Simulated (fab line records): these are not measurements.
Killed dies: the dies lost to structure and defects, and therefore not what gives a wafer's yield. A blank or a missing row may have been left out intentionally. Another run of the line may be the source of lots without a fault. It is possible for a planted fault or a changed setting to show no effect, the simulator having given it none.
Matching of chambers	flow n5Finfet	N5_FIN_SAQP_STRIP_70 on rieDiel-01 has 4 sister chambers
The step strips in N2/H2. 16 wafers are shown with their chamber, then 8 later ones without.

== WAFERS WITH THEIR CHAMBER ==
wafer	chamber	showerheadPlenumPTorr (Torr)	oesProductAu (a.u.)	drypumpMotorCurrentA (A)
L078.1	3	3.34	0.75	6.1
L078.2	1	3.21	0.75	5.9
L078.6	1	3.21	0.75	6.0
L081.2	3	3.34	0.73	6.1
L081.3	0	3.51	0.82	6.5
L081.5	0	3.51	0.81	6.5
L084.1	1	3.20	0.74	5.9
L084.3	3	3.33	0.73	6.2
L084.6	2	3.44	1.01	6.3
L088.2	0	3.50	0.80	6.4
L088.3	1	3.20	0.73	6.0
L088.6	1	3.20	0.73	6.0
L089.3	2	3.43	0.98	6.3
L089.4	0	3.50	0.80	6.4
L089.6	2	3.43	0.97	6.3
L093.1	1	3.19	0.72	6.0

SIGNATURES (averages over the wafers above)
reading	chamber 0	chamber 1	chamber 2	chamber 3	scatter within a chamber
showerheadPlenumPTorr	3.5050	3.2017	3.4333	3.3367	0.00656
oesProductAu	0.8075	0.7367	0.9867	0.7367	0.0134
drypumpMotorCurrentA	6.450	5.967	6.300	6.133	0.05
Rule: for each reading, subtract the chamber's mean from the wafer's reading, divide by that reading's scatter and square the result; add these up over the readings and take the root, which gives the wafer's distance from the chamber. The wafer belongs to the nearest chamber; if the next one is less than 2 further off, it can't be placed. The scatter: the root of (the sum of the squares of (reading less its chamber's mean) over the shown wafers, divided by (wafers less chambers)).

== WAFERS MISSING THEIR CHAMBER ==
wafer	showerheadPlenumPTorr (Torr)	oesProductAu (a.u.)	drypumpMotorCurrentA (A)
L093.4	3.43	0.95	6.3
L093.5	3.33	0.72	6.1
L094.2	3.43	0.94	6.2
L094.5	3.43	0.95	6.3
L094.6	3.19	0.72	5.9
L095.1	3.49	0.78	6.4
L095.3	3.43	0.93	6.3
L095.4	3.19	0.73	6.0

== WHICH CHAMBER EACH ONE RAN IN ==
wafer	from the rows above	in truth
L093.4	2	2
L093.5	3	3
L094.2	2	2
L094.5	2	2
L094.6	1	1
L095.1	0	0
L095.3	2	2
L095.4	1	1
Correctly placed: 8 of 8. From these rows, 0 cannot be placed. Number placed wrongly: 0.
